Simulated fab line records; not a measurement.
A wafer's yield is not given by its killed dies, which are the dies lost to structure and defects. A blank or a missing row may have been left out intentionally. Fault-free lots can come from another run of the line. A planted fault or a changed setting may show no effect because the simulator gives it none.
Which tool did it? -- flow n5Finfet -- 36 wafers from 12 lots sampled at 5 of the route's 1938 steps

== WHAT THE GAUGES READ, wafer by wafer ==
N5_BEOL_M4_CD_MEAS_28: target cd 26.2 nm, target cd y 24.1 nm.
lot,measured,on,cdNm (nm)
L075,day 7 16:32,cdSem-01,26.18 25.70 26.40
L076,day 8 02:33,cdSem-03,26.25 26.08 26.00
L079,day 9 00:08,cdSem-02,26.09 25.89 26.21
L081,day 9 06:19,cdSem-02,26.20 26.18 26.39
L083,day 10 04:41,cdSem-01,26.29 26.29 26.03
L085,day 10 08:10,cdSem-02,26.37 26.05 26.05
L087,day 10 13:16,cdSem-03,26.03 25.76 26.47
L089,day 11 13:17,cdSem-01,25.88 26.23 26.32
L091,day 11 22:29,cdSem-02,26.18 25.94 25.92
L093,day 12 16:14,cdSem-01,26.12 26.17 25.93
L095,day 12 19:48,cdSem-01,26.14 26.08 26.37
L096,day 13 12:34,cdSem-02,25.65 26.20 26.29

== WHICH TOOL RAN EACH LOT (tool, then ch and the chambers of the sampled wafers, then the start) ==
lot,N5_BEOL_M3_DEGAS_44,N5_BEOL_M3_SURFACE_TREAT_85,N5_BEOL_M3_SPUTTER_79,N5_BEOL_M4_HM_DEP_02
L075,"pvdSputter-01, day 7 07:49","pvdSputter-01, day 7 08:09","pvdSputter-02, day 7 10:11","pvdSputter-03, day 7 15:05"
L076,"pvdSputter-01, day 7 20:56","pvdSputter-02, day 7 21:21","pvdSputter-01, day 7 22:03","pvdSputter-02, day 8 01:01"
L079,"pvdSputter-03, day 8 14:23","pvdSputter-03, day 8 17:41","pvdSputter-01, day 8 18:08","pvdSputter-01, day 8 22:49"
L081,"pvdSputter-01, day 9 00:13","pvdSputter-02, day 9 00:47","pvdSputter-02, day 9 01:14","pvdSputter-03, day 9 04:31"
L083,"pvdSputter-01, day 9 23:17","pvdSputter-02, day 9 23:44","pvdSputter-02, day 10 00:11","pvdSputter-02, day 10 03:17"
L085,"pvdSputter-02, day 10 02:35","pvdSputter-02, day 10 03:01","pvdSputter-01, day 10 03:32","pvdSputter-03, day 10 06:22"
L087,"pvdSputter-03, day 10 05:53","pvdSputter-03, day 10 06:17","pvdSputter-01, day 10 08:22","pvdSputter-02, day 10 11:49"
L089,"pvdSputter-03, day 11 06:02","pvdSputter-01, day 11 06:29","pvdSputter-01, day 11 07:05","pvdSputter-03, day 11 11:52"
L091,"pvdSputter-01, day 11 17:17","pvdSputter-02, day 11 17:40","pvdSputter-01, day 11 18:08","pvdSputter-02, day 11 21:12"
L093,"pvdSputter-01, day 12 08:59","pvdSputter-02, day 12 09:32","pvdSputter-02, day 12 10:22","pvdSputter-03, day 12 14:16"
L095,"pvdSputter-03, day 12 12:19","pvdSputter-02, day 12 12:40","pvdSputter-02, day 12 13:11","pvdSputter-03, day 12 18:11"
L096,"pvdSputter-02, day 13 06:52","pvdSputter-03, day 13 07:17","pvdSputter-02, day 13 07:44","pvdSputter-03, day 13 11:10"
- N5_BEOL_M3_DEGAS_44: time 60 s.
- N5_BEOL_M3_SURFACE_TREAT_85
- N5_BEOL_M3_SPUTTER_79: material Cu, target thk 4.5 nm, time 8.29 s.
- N5_BEOL_M4_HM_DEP_02: deposits TiN, target thk 20 nm.

== THE ANSWER, worked out from the rows above alone ==
Rule: the usual values come from the lots themselves. The widest of any qualifying gaps counts: lots, ordered by their means at a reading, are off when they make up no more than a third of the lots, leave a main group of 4 or more, and stand apart from it by 3 or more times the standard deviation of that group's means. Not used: any main group whose means are identical at the precision the tables above print for the reading. A lot without any number at a reading at which 4 lots or more have one is off too. Where the step has rows for the other lots, those lots are counted as sound.
Nothing can be told from this: no lot is off at any reading shown.

== WHAT THE SIMULATOR HAD INSERTED ==
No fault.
